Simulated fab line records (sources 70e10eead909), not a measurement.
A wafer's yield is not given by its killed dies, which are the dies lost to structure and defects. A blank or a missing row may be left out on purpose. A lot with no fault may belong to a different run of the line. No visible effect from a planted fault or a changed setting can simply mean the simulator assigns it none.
Matching of chambers    flow nand_harc    cmp-01 running NHARC_A_M1_CMP_23: 4 sister chambers
The step polishes, t overpolish 20 s, target thk 154.34 nm. 8 wafers are shown with their chamber, then 12 later ones without.

EACH WAFER AND ITS CHAMBER
wafer   chamber  motor_current_A (A)  time_to_endpoint_s (s)
L085.2  3        12.0                 26.4
L086.1  1        11.8                 29.7
L086.4  3        11.8                 26.0
L087.2  0        10.5                 26.6
L087.6  2        10.9                 24.9
L089.4  0        10.1                 27.8
L089.5  1        11.5                 28.0
L089.6  2        11.3                 27.6

WAFERS WITHOUT THEIR CHAMBER
wafer   motor_current_A (A)  time_to_endpoint_s (s)
L091.1  10.5                 29.2
L091.4  10.8                 28.2
L091.5  11.9                 28.2
L093.2  12.2                 31.4
L093.3  10.5                 29.9
L093.6  11.6                 27.5
L094.4  12.2                 25.7
L094.5  11.7                 24.8
L094.6  10.8                 27.5
L095.2  12.1                 28.4
L095.3  10.4                 27.1
L095.6  11.9                 28.6

WHICH CHAMBER EACH WENT THROUGH
wafer   from the rows above           in truth
L091.1  can't be placed: 0 or 2       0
L091.4  can't be placed: 2 or 0 or 1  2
L091.5  can't be placed: 1 or 3       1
L093.2  can't be placed: 1 or 3       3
L093.3  can't be placed: 0 or 2       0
L093.6  can't be placed: 1 or 3 or 2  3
L094.4  3                             3
L094.5  can't be placed: 3 or 2 or 1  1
L094.6  can't be placed: 2 or 0       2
L095.2  can't be placed: 1 or 3       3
L095.3  0                             0
L095.6  can't be placed: 1 or 3       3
2 of 12 placed correctly. These rows do not allow placing 10 (true chamber among the candidates in 10). Number placed wrongly: 0.
How it was worked out, from the rows above alone: a wafer's distance from a chamber is the root of the sum, over the readings, of the square of ((its reading less the chamber's mean) divided by the reading's scatter). If the next closest chamber is less than 2 further off than the closest, the wafer can't be placed; otherwise it belongs to the closest. The mean given for a chamber averages the wafers shown for that chamber. How the scatter is found: for the shown wafers, subtract from each reading the mean of its chamber, square and add these, divide the total by (wafers less chambers), then take the root.
